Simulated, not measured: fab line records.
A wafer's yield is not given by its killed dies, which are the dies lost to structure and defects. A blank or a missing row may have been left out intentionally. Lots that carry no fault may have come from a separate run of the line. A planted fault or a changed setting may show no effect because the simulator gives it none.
A struck lot beside a sound one + flow n5 finfet + 38 out of 1938 route steps
Sound: wafers L757.3, L757.4, L757.6. Struck: wafer L747.3 (left out: L747.2, L747.6 of the same lot, which were not struck); the cause appears at the end.
At each step with rows: each side's tool, then ch and its chambers, then its first start. Under that, the readings that differ: sound wafers + struck wafers + difference of the means + sigmas: that difference in standard deviations of wafers without a fault.
alike: same words and numbers on both sides, and readings whose means sit less than 2 such deviations apart. not compared: any withheld reading, any reading some wafer has no value for, any bound like >300 that may hide the same value, and any number with overlapping values for which the record gives no deviation.
The two part at a step that has a row with sigmas, a row that says differs or no value, or rows on one side only. Non-overlapping numbers with no deviation appear without sigmas and do not part them. A reading missing from all wafers of one side parts the sides only when that side holds two or more wafers.

first, 9 steps without rows for these wafers: N5_BEOL_M13_SOFTBAKE_23 (time 60 s); N5_BEOL_M13_EXPOSE_25 (exposes mask M13, target cd 210 nm); N5_BEOL_M13_PEB_26 (peb time 90 s); N5_BEOL_M13_DEVELOP_27 (develop time 45 s); N5_BEOL_M13_HARDBAKE_32 (time 120 s); N5_BEOL_M13_DESCUM_33 (chemistry O2, time 7.9 s); N5_BEOL_M13_ETCH_67 (etches SiARC in CF4, target depth 143 nm, time 238.3 s); N5_BEOL_M13_ETCH_68 (etches SOC in N2/H2, time 355 s); N5_BEOL_M13_STRIP_69 (strips in N2/H2).
N5_BEOL_M13_TRENCH_ETCH_34: etches SiOC in C4F8/O2/Ar, target depth 413.47 nm, time 162.6 s.
  sound on rie diel-02 ch 0,2, day 17 15:25; struck on rie diel-05 ch 0, day 15 04:07
| reading                     | sound             | struck | difference | sigmas |
|-----------------------------|-------------------|--------|------------|--------|
| drypump motor current A (A) | 5.5 5.4 5.5       | 6.2    | +0.7       | +2     |
| model.etch.depth nm (nm)    | 416.1 416.3 417.8 | 391.9  | -24.8      |        |
  alike: O2_flow_sccm, oes product au, rf vpp V, showerhead plenum p Torr, throttle valve pct
  not compared: rf hours counter h
then, 1 step without rows for these wafers: N5_BEOL_M13_STRIP_70 (strips in C4F8/O2/Ar).
N5_BEOL_M13_OCD_MEAS_35:
  sound: ocd-02 at day 17 15:35; struck: ocd-01 at day 15 04:18
| reading              | sound       | struck | difference | sigmas |
|----------------------|-------------|--------|------------|--------|
| trench depth nm (nm) | 417 416 418 | 392    | -25        | -4     |
then, 11 steps without rows for these wafers: N5_BEOL_M13_STRIP_37 (strips in N2/H2); N5_BEOL_M13_ETCH_38 (etches SiCN in CF4/N2, target depth 67.5 nm, time 71.9 s); N5_BEOL_M13_PRECLEAN_39 (cleans in residue remover, time 60 s); N5_BEOL_M13_SRD_40 (time 30 s, dry time 30 s); N5_BEOL_M13_DEGAS_41 (time 60 s); N5_BEOL_M13_PRE_CLEAN_42 (time 30 s); N5_BEOL_M13_SPUTTER_43 (material TaN, target thk 15 nm, time 24.19 s); N5_BEOL_M13_SPUTTER_44 (material Ta, target thk 10 nm, time 16.13 s); N5_BEOL_M13_SPUTTER_45 (material Cu, target thk 80 nm, time 13.33 s); N5_BEOL_M13_ECD_47 (material Cu, target thk 936 nm); N5_BEOL_M13_ANNEAL_48 (time 90 s).
N5_BEOL_M13_CMP_49: polishes, stops on SiOC, t overpolish 17.1 s, target thk 420 nm.
  sound on cmp-03 ch 1,2,3, day 17 19:17; struck on cmp-02 ch 3, day 15 05:47
| reading                                 | sound           | struck | difference | sigmas |
|-----------------------------------------|-----------------|--------|------------|--------|
| model.Cu_of_BEOL_M13_ECD_47.thk nm (nm) | 422.8 422.6 424 | 397.2  | -25.9      |        |
  alike: barrier field endpoint s, motor current A, overpolish run s, platen rpm
N5_BEOL_M13_THK_MEAS_50: measures by xrf.
  sound: film metro-01 at day 17 19:33; struck: film metro-01 at day 15 06:05
| reading      | sound       | struck | difference | sigmas |
|--------------|-------------|--------|------------|--------|
| M13_THK (nm) | 431 434 434 | 402    | -31        | -4     |
then, 2 steps without rows for these wafers: N5_BEOL_M13_PRE_CLEAN_52 (time 15 s); N5_BEOL_M13_DEP_53 (deposits SiCN from 3MS/NH3, target thk 50 nm, time 17.8 s).
N5_BEOL_M13_RS_MEAS_54: a four-point-probe measurement.
  sound: film metro-02 at day 17 19:41; struck: film metro-02 at day 15 06:13
| reading         | sound                | struck | difference | sigmas |
|-----------------|----------------------|--------|------------|--------|
| M13_RS (ohm/sq) | 0.0445 0.0446 0.0444 | 0.0475 | +0.0030    | +4     |
then, 9 steps without rows for these wafers: N5_BEOL_M14_ILD_DEP_00 (deposits SiO2 from TEOS/O2, target thk 1119.3 nm, time 237.4 s); N5_BEOL_M14_COAT_58 (time 60 s, resist thk 89 nm); N5_BEOL_M14_COAT_04 (resist thk 800 nm); N5_BEOL_M14_EBR_06; N5_BEOL_M14_SOFTBAKE_05 (time 60 s); N5_BEOL_M14_EXPOSE_07 (exposes mask V13); N5_BEOL_M14_PEB_08 (peb time 90 s); N5_BEOL_M14_DEVELOP_09 (develop time 45 s); N5_BEOL_M14_HARDBAKE_14 (time 120 s).
N5_BEOL_M15_RC_MEAS_101:
  sound on prober-02 ch 0, day 18 07:20; struck on prober-02 ch 0, day 15 19:58
| reading                    | sound                   | struck  | difference | sigmas |
|----------------------------|-------------------------|---------|------------|--------|
| COMB_M10 (S/m)             | 1.5e-11 1.5e-11 2.2e-11 | 2.6e-11 | +8.7e-12   | +3     |
| COMB_M6 (S/m)              | 1.9e-11 1.7e-11 1.7e-11 | 2.8e-11 | +1.0e-11   | +2     |
| SERP_M13 (ohm/um)          | 0.311 0.306 0.308       | 0.331   | +0.023     | +4     |
| SERP_M13_max_site (ohm/um) | 0.316 0.309 0.311       | 0.333   | +0.021     | +3     |
| SERP_M9 (ohm/um)           | 2.97 3.13 3.06          | 3.20    | +0.15      | +2     |
  alike: COMB_M11, COMB_M12, COMB_M13, COMB_M14, COMB_M15, COMB_M5, COMB_M7, COMB_M8, COMB_M9, SERP_M10, SERP_M11, SERP_M12, SERP_M14, SERP_M5, SERP_M6, SERP_M7, SERP_M8

WHERE THEY PART
Earliest at N5_BEOL_M13_TRENCH_ETCH_34; latest, in this record, at N5_BEOL_M15_RC_MEAS_101.

WHY: the cause the simulator had injected
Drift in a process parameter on rie diel-05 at N5_BEOL_M13_TRENCH_ETCH_34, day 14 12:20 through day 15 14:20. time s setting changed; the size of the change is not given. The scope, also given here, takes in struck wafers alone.
